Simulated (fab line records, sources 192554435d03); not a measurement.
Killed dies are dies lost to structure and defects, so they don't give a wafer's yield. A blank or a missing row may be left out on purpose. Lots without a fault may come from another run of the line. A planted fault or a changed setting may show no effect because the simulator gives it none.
fab line records | flow n5_finfet
record lots=9 wafers=27 last_day=17
route steps=1938 shown BEOL_M12@1642 BEOL_M13@1673 PASSIVATION@1936
lots that met no fault: from a run of the same line without faults
start_h: hours from the record's first day to the start of the lot's first wafer shown | wait_h: hours since the lot's step before | " the same as in the row above | L1.1+2: a row that stands for several wafers | - no value, or no start given | * or withheld: withheld | < > ~ a bound
route shown NAME@n: a module of which the file shows steps, and the number in the route of the first | usual: mean/standard deviation of fault-free wafers | same: alike in all rows | chamber/n: place in a boat | sites: the reading at each site | _std_site: their standard deviation | _edge_site: outer sites' mean less inner sites' | radius_mm: how far each site lies from the wafer's centre | mask NAME#n: copy n | behind: the tool/chamber that last shaped the wafer | hold: why the lot was held/for how many hours/how that ended | device: the transistor (n, p or np) that didn't switch | end of line: the same wafers' tests at the end of the route | a step without rows: its recipe alone | killed: dies lost to structure and defects at the first sort, not the wafer's yield | map: a wafer's dies, x killed, . not, _ none there
set.NAME: the setting as run; set.NAME@STEP: as run at that earlier step | model.NAME: the simulator's own value behind a step, which no gauge read
steps of the route over a sample of lots; a table a step, a row a wafer
services: from which hour (start_h, from the record's first day; less than 0 if before it) a tool's chamber was out of use, for how many hours, and why
## steps
# step N5_BEOL_M12_STRIP_37
# recipe chemistry=N2/H2 power_w=1000 temp_c=250 h2_frac=0.65 overash_fraction=0.3 pressure_mtorr=withheld n2_flow_sccm=1750 h2_flow_sccm=3250
# usual drypump_motor_current_A=5.9/0.47 heater_power_w=368/28 oes_product_au=0.790/0.01
# columns lot.wafer tool chamber start_h wait_h drypump_motor_current_A heater_power_w oes_product_au rf_hours_counter_h
L576.2 plasma_asher-02 1 235.30 0.0 6.2 371 0.783 106
L576.3 " 1 " " 6.2 376 0.780 -
L576.4 " 0 " " 5.5 377 0.783 -
L588.1 plasma_asher-02 0 307.61 0.0 5.5 388 0.787 120
L588.5 " 0 " " 5.5 393 0.781 -
L588.6 " 1 " " 6.1 380 0.781 -
L586.1 plasma_asher-01 1 315.57 0.0 5.5 322 0.794 97
L586.2 " 0 " " 6.6 386 0.785 97
L586.6 " 1 " " 5.5 310 0.785 -
L590.2 plasma_asher-02 0 316.13 0.0 5.5 393 0.789 121
L590.5 " 0 " " 5.5 399 0.792 -
L590.6 " 1 " " 6.2 379 0.783 -
L592.2 plasma_asher-01 0 335.69 0.0 6.6 377 0.798 102
L592.3 " 1 " " 5.5 320 0.793 -
L592.6 " 0 " " 6.6 384 0.771 -
L595.1 plasma_asher-02 1 343.99 0.0 6.2 377 0.788 126
L595.5 " 1 " " 6.1 385 0.784 -
L595.6 " 0 " " 5.5 397 0.801 -
L594.2 plasma_asher-01 1 352.19 0.0 5.5 320 0.799 106
L594.4 " 0 " " 6.6 381 0.805 -
L594.5 " 1 " " 5.5 320 0.801 -
L596.1 plasma_asher-01 0 362.25 0.0 6.6 381 0.802 108
L596.3 " 1 " " 5.5 325 0.796 -
L596.4 " 0 " " 6.6 383 0.775 -
L598.1 plasma_asher-01 0 372.89 0.0 6.6 376 0.769 110
L598.3 " 1 " " 5.5 317 0.794 -
L598.6 " 0 " " 6.6 375 0.800 -
# step N5_BEOL_M12_SPUTTER_44
# recipe material=Ta target_thk_a=100 temp_c=50 bias_v=80 power_w=15000 chamber_pressure_pa=0.07 time_s=16.13
# usual chamber_pressure_pa=0.07003/0.00013 throttle_valve_pct=30.2/0.88
# columns lot.wafer tool chamber start_h wait_h chamber_pressure_pa throttle_valve_pct
L576.2 pvd_sputter-03 - 239.01 0.0 0.06995 31.0
L576.3 " - " " 0.07027 30.4
L576.4 " - " " 0.06995 28.6
L588.1 pvd_sputter-01 - 309.26 0.0 0.07 28.9
L588.5 " - " " 0.07017 30.4
L588.6 " - " " 0.06995 28.9
L586.1 pvd_sputter-03 - 318.06 0.0 0.06992 30.6
L586.2 " - " " 0.06988 30.2
L586.6 " - " " 0.07004 28.9
L590.2 pvd_sputter-01 - 318.33 0.0 0.07034 30.8
L590.5 " - " " 0.06972 29.1
L590.6 " - " " 0.07008 31.7
L592.2 pvd_sputter-02 - 337.57 0.0 0.07013 31.0
L592.3 " - " " 0.07 29.9
L592.6 " - " " 0.07005 30.2
L595.1 pvd_sputter-02 - 344.74 0.0 0.06987 30.0
L595.5 " - " " 0.07023 30.4
L595.6 " - " " 0.06983 29.8
L594.2 pvd_sputter-01 - 352.93 0.0 0.06973 30.2
L594.4 " - " " 0.07015 31.1
L594.5 " - " " 0.07 31.1
L596.1 pvd_sputter-02 - 366.09 0.0 0.07021 29.8
L596.3 " - " " 0.06993 29.9
L596.4 " - " " 0.06993 31.3
L598.1 pvd_sputter-02 - 375.61 0.0 0.07027 31.4
L598.3 " - " " 0.07013 30.4
L598.6 " - " " 0.07002 29.8
# step N5_BEOL_M13_ETCH_59
# recipe chemistry=N2/H2 target=BARC target_depth_a=890 overetch_a=267 time_s=67.9 ion_energy_ev=200 pressure_mtorr=30 source_w=840 bias_w=150 n2_flow_sccm=200 h2_flow_sccm=200
# usual bias_w=150.0/0.46 drypump_motor_current_A=5.7/0.48 oes_product_au=0.69/0.049 rf_vpp_V=524.8/2.4 showerhead_plenum_p_Torr=2.58/0.08 throttle_valve_pct=17.79/0.14
# columns lot.wafer tool chamber start_h wait_h bias_w drypump_motor_current_A oes_product_au rf_hours_counter_h rf_vpp_V showerhead_plenum_p_Torr throttle_valve_pct
L576.2 rie_diel-03 2 240.86 0.0 149.7 6.4 0.73 54 528.1 2.71 17.77
L576.3 " 1 " " 149.8 6.6 0.62 219 525.0 2.62 17.95
L576.4 " 2 " " 149.8 6.4 0.73 - 527.1 2.71 17.77
L588.1 rie_diel-03 0 310.96 0.0 149.9 5.7 0.74 54 522.2 2.48 17.37
L588.5 " 3 " " 150.4 5.7 0.72 - 525.4 2.57 17.78
L588.6 " 2 " " 150.1 6.4 0.71 - 526.4 2.70 17.81
L586.1 rie_diel-03 1 320.88 0.0 149.9 6.6 0.60 245 524.1 2.61 17.99
L586.2 " 0 " " 151.3 5.6 0.73 57 520.4 2.48 17.40
L586.6 " 3 " " 150.1 5.8 0.71 - 524.6 2.57 17.79
L590.2 rie_diel-02 3 320.96 0.0 150.5 4.9 0.78 9 525.1 2.59 17.61
L590.5 " 0 " " 150.2 6.1 0.62 - 525.3 2.64 17.73
L590.6 " 3 " " 149.8 4.9 0.78 - 524.2 2.59 17.61
L592.2 rie_diel-01 0 339.60 0.0 150.2 5.8 0.68 91 528.1 2.67 17.93
L592.3 " 3 " " 150.0 5.5 0.71 84 524.8 2.57 17.79
L592.6 " 0 " " 150.4 5.8 0.68 - 529.9 2.67 17.94
L595.1 rie_diel-02 3 347.73 0.0 150.3 4.9 0.76 19 524.3 2.59 17.61
L595.5 " 3 " " 150.1 4.9 0.77 - 525.5 2.59 17.62
L595.6 " 2 " " 149.9 5.1 0.66 - 521.7 2.45 17.91
L594.2 rie_diel-01 1 355.42 0.0 149.7 5.7 0.64 193 521.6 2.53 17.92
L594.4 " 0 " " 149.9 5.8 0.67 97 527.3 2.66 17.93
L594.5 " 0 " " 150.8 5.8 0.67 - 527.6 2.67 17.96
L596.1 rie_diel-01 0 367.79 0.0 149.9 5.8 0.67 101 526.8 2.66 17.93
L596.3 " 3 " " 149.6 5.5 0.69 94 525.9 2.56 17.80
L596.4 " 1 " " 149.0 5.7 0.63 197 523.7 2.53 17.92
L598.1 rie_diel-03 3 377.49 0.0 150.1 5.7 0.69 88 524.9 2.57 17.82
L598.3 " 2 " " 149.1 6.4 0.68 96 527.9 2.69 17.84
L598.6 " 3 " " 150.0 5.8 0.71 - 522.8 2.57 17.83
# step N5_BEOL_M13_STRIP_63
# recipe chemistry=N2/H2 power_w=1000 temp_c=250 h2_frac=0.65 overash_fraction=0.3 pressure_mtorr=1000 n2_flow_sccm=1750 h2_flow_sccm=3250
# usual drypump_motor_current_A=5.9/0.47 heater_power_w=369/27 oes_product_au=0.675/0.0049 strip_time_to_endpoint_s=28.0/0.99
# columns lot.wafer tool chamber start_h wait_h drypump_motor_current_A heater_power_w oes_product_au rf_hours_counter_h strip_time_to_endpoint_s
L576.2 plasma_asher-02 0 241.14 - 5.5 395 0.677 107 28.5
L576.3 " 0 " " 5.5 398 0.671 - 27.9
L576.4 " 1 " " 6.1 381 0.672 - 26.5
L588.1 plasma_asher-01 1 311.25 - 5.5 316 0.670 96 30.2
L588.5 " 1 " " 5.4 317 0.675 - 27.4
L588.6 " 0 " " 6.6 374 0.637 - 13.7
L586.1 plasma_asher-02 1 321.16 - 6.2 373 0.678 123 28.3
L586.2 " 0 " " 5.5 389 0.685 123 29.3
L586.6 " 0 " " 5.5 388 0.572 - 11.8
L590.2 plasma_asher-01 1 321.24 - 5.5 321 0.680 98 28.5
L590.5 " 0 " " 6.6 382 0.672 - 26.8
L590.6 " 1 " " 5.5 323 0.678 - 28.0
L592.2 plasma_asher-01 0 339.89 - 6.6 383 0.676 103 28.8
L592.3 " 1 " " 5.5 327 0.683 - 29.3
L592.6 " 0 " " 6.5 379 0.681 - 28.5
L595.1 plasma_asher-02 0 348.02 - 5.5 386 0.678 127 29.1
L595.5 " 0 " " 5.4 386 0.681 - 28.4
L595.6 " 1 " " 6.2 375 0.675 - 27.8
L594.2 plasma_asher-01 1 355.71 - 5.5 315 0.674 107 28.0
L594.4 " 0 " " 6.6 392 0.667 - 26.9
L594.5 " 0 " " 6.6 386 0.677 - 27.2
L596.1 plasma_asher-01 0 368.08 - 6.6 393 0.672 109 27.4
L596.3 " 0 " " 6.6 383 0.671 - 28.0
L596.4 " 1 " " 5.5 323 0.670 - 26.8
L598.1 plasma_asher-01 0 377.78 - 6.6 379 0.680 111 27.1
L598.3 " 0 " " 6.6 387 0.679 - 27.9
L598.6 " 0 " " 6.6 382 0.682 - 26.6
# step N5_BEOL_M13_CD_MEAS_17
# recipe target_cd_nm=190 polarity=opening
# usual cd_nm=190.3/1.3
# columns lot.wafer tool chamber start_h wait_h cd_nm
L576.2 cd_sem-01 - 241.36 0.0 188.2
L576.3 " - " " 189.2
L576.4 " - " " 189.0
L588.1 cd_sem-03 - 311.46 0.0 189.6
L588.5 " - " " 190.1
L588.6 " - " " 198.2
L586.1 cd_sem-03 - 321.37 0.0 189.5
L586.2 " - " " 189.7
L586.6 " - " " 200.3
L590.2 cd_sem-01 - 321.45 0.0 190.2
L590.5 " - " " 190.8
L590.6 " - " " 188.2
L592.2 cd_sem-03 - 340.10 0.0 189.7
L592.3 " - " " 191.0
L592.6 " - " " 190.9
L595.1 cd_sem-02 - 348.22 0.0 192.3
L595.5 " - " " 191.6
L595.6 " - " " 192.5
L594.2 cd_sem-01 - 355.92 0.0 190.4
L594.4 " - " " 189.9
L594.5 " - " " 190.4
L596.1 cd_sem-02 - 368.28 0.0 191.7
L596.3 " - " " 191.2
L596.4 " - " " 191.2
L598.1 cd_sem-01 - 378.03 0.0 193.7
L598.3 " - " " 193.8
L598.6 " - " " 193.2
# step N5_BEOL_M13_CD_MEAS_28
# recipe target_cd_nm=209.5 landing_energy_ev=500 detector=se_inlens
# usual cd_nm=209.8/0.89
# columns lot.wafer tool chamber start_h wait_h cd_nm
L576.2 cd_sem-01 0 241.81 - 209.0
L576.3 " 0 " " 211.6
L576.4 " 0 " " 210.5
L588.1 cd_sem-01 0 311.78 - 209.4
L588.5 " 0 " " 210.0
L588.6 " 0 " " 211.1
L586.1 cd_sem-02 0 321.70 - 209.9
L586.2 " 0 " " 209.5
L586.6 " 0 " " 210.3
L590.2 cd_sem-03 0 321.90 - 209.8
L590.5 " 0 " " 209.8
L590.6 " 0 " " 209.2
L592.2 cd_sem-03 0 340.42 - 208.8
L592.3 " 0 " " 208.7
L592.6 " 0 " " 208.9
L595.1 cd_sem-02 0 348.55 - 210.4
L595.5 " 0 " " 209.2
L595.6 " 0 " " 210.3
L594.2 cd_sem-01 0 356.25 - 209.8
L594.4 " 0 " " 209.3
L594.5 " 0 " " 211.1
L596.1 cd_sem-01 0 368.61 - 208.4
L596.3 " 0 " " 207.9
L596.4 " 0 " " 209.2
L598.1 cd_sem-03 0 378.49 - 208.7
L598.3 " 0 " " 211.3
L598.6 " 0 " " 210.6
# step N5_PASSIVATION_PROBE_49
# usual defect_limited_yield=91.3/1.4 killed_at_M0_to_M3=34/10 killed_at_M4_up=13/4.8 killed_at_contacts=12/6.1 killed_at_front_end=40/11 killed_at_other=3.7/2.8 killed_dies=103/16 killed_open=67/12 killed_short=34/7.4 sort_bin_5_function=5.1/0.95 sort_bin_6_memory=3.2/0.62 sort_n_pass=1077/16 sort_yield_pct=91.3/1.4
# same gross_dies=1180 killed_at_back_side=0 sort_bin_4_leakage[%]=0 sort_bin_8_speed[%]=0
# columns lot.wafer tool chamber start_h wait_h defect_limited_yield[%] killed_at_M0_to_M3 killed_at_M4_up killed_at_contacts killed_at_front_end killed_at_other killed_dies killed_open killed_short sort_bin_5_function[%] sort_bin_6_memory[%] sort_n_pass sort_yield_pct[%]
L576.2 prober-01 - 271.46 0.1 91.7 40 13 5 31 9 98 65 33 5.3 2.8 1082 91.7
L576.3 prober-01 - 271.51 0.1 90.2 29 13 7 59 8 116 72 43 5.7 3.7 1064 90.2
L576.4 prober-01 - 271.56 0.2 93.4 27 11 3 32 5 78 47 31 3.6 2.6 1102 93.4
L588.1 prober-01 - 342.79 0.0 90.7 28 12 12 50 8 110 68 40 5.4 3.5 1070 90.7
L588.5 prober-01 - 342.99 0.2 93.0 35 11 3 25 9 83 49 32 4.4 2.5 1097 93.0
L588.6 prober-01 - 343.04 0.3 90.7 25 11 13 53 8 110 77 32 5.5 3.6 1070 90.7
L590.2 prober-02 - 361.02 0.1 93.6 32 10 10 21 2 75 53 21 4.0 2.1 1105 93.6
L590.5 prober-02 - 361.17 0.2 94.2 17 6 10 35 0 68 44 22 3.4 2.2 1112 94.2
L590.6 prober-02 - 361.22 0.3 92.6 28 11 12 35 1 87 59 28 4.3 3.0 1093 92.6
L594.2 prober-01 - 391.21 0.1 89.4 35 19 13 53 5 125 77 46 5.9 4.2 1055 89.4
L594.4 prober-01 - 391.31 0.2 91.6 32 18 6 37 6 99 67 31 4.3 3.8 1081 91.6
L594.5 prober-01 - 391.36 0.2 91.1 42 14 5 39 5 105 70 35 5.7 3.1 1075 91.1
# killed by level:class
L576.2 BEOL_M0_SAQP:geometric_particle:open=14 STI_FIN_REVEAL:geometric_particle:open=11 BEOL_M0_SAQP:geometric_particle:short=8 BEOL_M4:geometric_particle:open=7 PASS1_CAP:geometric_particle:short=6 BEOL_M2:geometric_particle:open=5 MOL_CONTACT_COAG:geometric_particle:open=5 FIN_SAQP:geometric_particle:open=4
L576.3 STI_FIN_REVEAL:geometric_particle:open=14 FIN_SAQP:geometric_particle:short=8 FIN_SAQP:geometric_particle:open=7 MOL_CONTACT_COAG:geometric_particle:open=7 BEOL_M3:geometric_particle:open=7 GATE_CUT:geometric_particle:short=6 BEOL_M0_SAQP:geometric_particle:short=6 STI_FIN_REVEAL:geometric_particle:short=5
L576.4 BEOL_M0_SAQP:geometric_particle:short=14 STI_FIN_REVEAL:geometric_particle:open=8 GATE_CUT:geometric_particle:short=5 BEOL_M0_SAQP:geometric_particle:open=4 BEOL_M1:geometric_particle:open=4 STARTING-WAFER:geometric_particle:open=4 FIN_SAQP:geometric_particle:short=3 FIN_SAQP:geometric_particle:open=3
L588.1 STI_FIN_REVEAL:geometric_particle:open=17 FIN_SAQP:geometric_particle:open=11 FIN_SAQP:geometric_particle:short=10 BEOL_M0_SAQP:geometric_particle:short=10 BEOL_M0_SAQP:geometric_particle:open=10 BEOL_M4:geometric_particle:open=8 MOL_CONTACT_COAG:geometric_particle:open=7 STI_FIN_REVEAL:geometric_particle:short=5
L588.5 BEOL_M0_SAQP:geometric_particle:open=10 FIN_SAQP:geometric_particle:open=7 BEOL_M0_SAQP:geometric_particle:short=6 BEOL_M2:geometric_particle:short=6 GATE_CUT:geometric_particle:short=4 BEOL_M2:geometric_particle:open=4 BEOL_M3:geometric_particle:short=4 BEOL_M4:geometric_particle:open=4
L588.6 FIN_SAQP:geometric_particle:open=14 FIN_SAQP:geometric_particle:short=14 STI_FIN_REVEAL:geometric_particle:open=14 MOL_CONTACT_COAG:geometric_particle:open=12 BEOL_M0_SAQP:geometric_particle:open=8 BEOL_M0_SAQP:geometric_particle:short=6 BEOL_M7:geometric_particle:open=5 BEOL_M1:geometric_particle:open=4
L590.2 MOL_CONTACT_COAG:geometric_particle:open=10 BEOL_M2:geometric_particle:open=6 BEOL_M0_SAQP:geometric_particle:open=5 BEOL_M1:geometric_particle:open=5 FIN_SAQP:geometric_particle:open=4 DUMMY_GATE:geometric_particle:open=4 BEOL_M0_SAQP:geometric_particle:short=4 BEOL_M3:geometric_particle:open=4
L590.5 MOL_CONTACT_COAG:geometric_particle:open=8 FIN_SAQP:geometric_particle:open=7 FIN_SAQP:geometric_particle:short=6 STI_FIN_REVEAL:geometric_particle:open=6 BEOL_M0_SAQP:geometric_particle:open=6 BEOL_M1:geometric_particle:open=5 STARTING-WAFER:geometric_particle:short=5 DUMMY_GATE:geometric_particle:open=4
L590.6 STI_FIN_REVEAL:geometric_particle:open=8 BEOL_M1:geometric_particle:open=8 MOL_CONTACT_COAG:geometric_particle:short=6 MOL_CONTACT_COAG:geometric_particle:open=6 STARTING-WAFER:geometric_particle:open=6 BEOL_M2:geometric_particle:open=5 BEOL_M3:geometric_particle:open=5 FIN_SAQP:geometric_particle:open=4
L594.2 STI_FIN_REVEAL:geometric_particle:open=20 MOL_CONTACT_COAG:geometric_particle:open=10 FIN_SAQP:geometric_particle:short=8 BEOL_M0_SAQP:geometric_particle:short=8 BEOL_M4:geometric_particle:open=7 BEOL_M2:geometric_particle:open=7 FIN_SAQP:geometric_particle:open=5 STI_FIN_REVEAL:geometric_particle:short=5
L594.4 BEOL_M0_SAQP:geometric_particle:open=11 BEOL_M4:geometric_particle:open=10 STI_FIN_REVEAL:geometric_particle:open=9 DUMMY_GATE:geometric_particle:open=7 BEOL_M3:geometric_particle:open=7 MOL_CONTACT_COAG:geometric_particle:open=6 BEOL_M0_SAQP:geometric_particle:short=6 FIN_SAQP:geometric_particle:short=5
L594.5 BEOL_M0_SAQP:geometric_particle:open=13 STI_FIN_REVEAL:geometric_particle:open=11 BEOL_M2:geometric_particle:open=8 BEOL_M0_SAQP:geometric_particle:short=7 BEOL_M3:geometric_particle:open=7 FIN_SAQP:geometric_particle:short=6 FIN_SAQP:geometric_particle:open=5 MOL_CONTACT_COAG:geometric_particle:open=4
## services
# columns tool chamber start_h hours kind
rie_diel-03 3 214.67 3.1 repair
rie_diel-01 0 216.59 1.2 repair
rie_diel-02 - 219.04 0.7 repair
rie_diel-03 2 224.91 9.3 repair
plasma_asher-01 - 232.71 0.5 repair
rie_diel-03 0 240.51 12.8 repair
rie_diel-02 3 256.42 2.8 repair
rie_diel-02 3 259.42 - clean
rie_diel-02 2 267.02 6.3 repair
pvd_sputter-01 - 300.26 1.2 repair
rie_diel-01 0 301.30 18.0 repair
rie_diel-01 2 304.72 3.9 repair
rie_diel-02 - 315.20 0.5 repair
pvd_sputter-01 - 330.77 4.0 repair
plasma_asher-02 - 332.21 4.7 repair
rie_diel-02 2 334.70 5.6 repair
plasma_asher-01 - 337.48 0.4 repair
rie_diel-03 1 340.21 - clean
rie_diel-03 1 340.21 - consumable_replace:focus_ring
rie_diel-03 1 340.21 20.5 scheduled_down
rie_diel-03 1 340.21 20.5 vent_cycle
rie_diel-03 - 349.76 2.8 pm
rie_diel-03 2 355.42 7.3 repair
rie_diel-02 1 363.63 4.7 repair
## key
first_sign step=N5_BEOL_M13_STRIP_63 reading=strip_time_to_endpoint_s direction=down sigmas=15 usual=* struck=*
effect step=N5_BEOL_M13_STRIP_63 reading=oes_product_au direction=down sigmas=14 usual=0.675 struck=0.605
effect step=N5_BEOL_M13_CD_MEAS_17 reading=cd_nm direction=up sigmas=7 usual=190.3 struck=199.2
met_at N5_BEOL_M13_ETCH_59
struck_lots L586,L588
struck_wafers L586.6,L588.6
not_acting_at N5_BEOL_M12_STRIP_37,N5_BEOL_M12_SPUTTER_44,N5_BEOL_M13_CD_MEAS_28
onset_between 240.86 310.96
fault kind=process_parameter_drift tool=rie_diel-03 chamber=- onset_h=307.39 steps=N5_BEOL_M13_ETCH_59 channel=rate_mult offset=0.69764 shape=step end_h=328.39 scope=struck_wafers_only
